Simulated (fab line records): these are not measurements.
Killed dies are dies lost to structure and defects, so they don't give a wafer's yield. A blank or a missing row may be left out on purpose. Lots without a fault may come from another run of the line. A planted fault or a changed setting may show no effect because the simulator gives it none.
Chamber matching ; flow n5-finfet ; N5_MOL_CONTACT_COAG_ALD_20 on ald-metal-02 has 4 sister chambers
The step deposits TiN, target thk 1.5 nm, pulse time 1 s, purge time 3 s. 27 wafers are shown with their chamber, then 12 later ones without.

== WAFERS, EACH WITH ITS CHAMBER ==
wafer;chamber;heater-power-w (W);precursor-pulse-height-rel
L076.1;1;940;0.985
L076.3;0;930;1.034
L076.4;2;916;1.001
L077.2;0;933;1.003
L077.4;3;892;0.992
L077.5;2;954;0.979
L078.1;3;916;0.997
L078.2;1;963;1.040
L078.4;0;905;1.017
L079.2;1;948;0.994
L079.3;0;928;0.984
L079.5;1;938;1.003
L081.2;3;895;1.012
L081.3;2;955;0.991
L081.5;3;885;1.031
L083.1;1;954;0.985
L083.2;3;909;1.008
L083.5;2;944;1.004
L085.2;0;922;0.981
L085.5;3;889;0.984
L085.6;2;941;1.000
L087.3;3;880;0.972
L087.4;1;966;1.032
L087.6;0;906;1.009
L089.4;2;956;1.000
L089.5;3;883;0.980
L089.6;0;894;0.949

SIGNATURES, as means of the wafers listed above
reading;chamber 0;chamber 1;chamber 2;chamber 3;scatter within a chamber
heater-power-w;916.86;951.50;944.33;893.62;13.7
precursor-pulse-height-rel;0.99671;1.00650;0.99583;0.99700;0.0215
Rule: for each reading, subtract the chamber's mean from the wafer's reading, divide by that reading's scatter and square the result; add these up over the readings and take the root, which gives the wafer's distance from the chamber. The wafer belongs to the nearest chamber; if the next one is less than 2 further off, it can't be placed. The scatter is the square root of a quotient: the sum, over the shown wafers, of each reading's squared deviation from its chamber's mean, divided by wafers minus chambers.

== WAFERS WITHOUT THEIR CHAMBER ==
wafer;heater-power-w (W);precursor-pulse-height-rel
L093.2;894;0.971
L093.4;938;1.002
L093.6;925;1.003
L095.1;958;1.026
L095.5;944;0.976
L095.6;934;0.969
L096.1;885;1.009
L096.2;949;0.982
L096.6;909;1.015
L097.1;962;1.002
L097.3;955;0.992
L097.5;930;1.003

== CHAMBER TAKEN BY EACH ==
wafer;from the rows above;in truth
L093.2;can't be placed: 3 or 0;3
L093.4;can't be placed: 2 or 1 or 0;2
L093.6;can't be placed: 0 or 2 or 1 or 3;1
L095.1;can't be placed: 1 or 2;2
L095.5;can't be placed: 2 or 1 or 0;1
L095.6;can't be placed: 2 or 0 or 1 or 3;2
L096.1;can't be placed: 3 or 0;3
L096.2;can't be placed: 2 or 1 or 0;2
L096.6;can't be placed: 0 or 3 or 2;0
L097.1;can't be placed: 1 or 2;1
L097.3;can't be placed: 1 or 2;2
L097.5;can't be placed: 0 or 2 or 1 or 3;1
Correctly placed: 0 of 12. These rows do not allow placing 12 (true chamber among the candidates in 12). Number placed wrongly: 0.
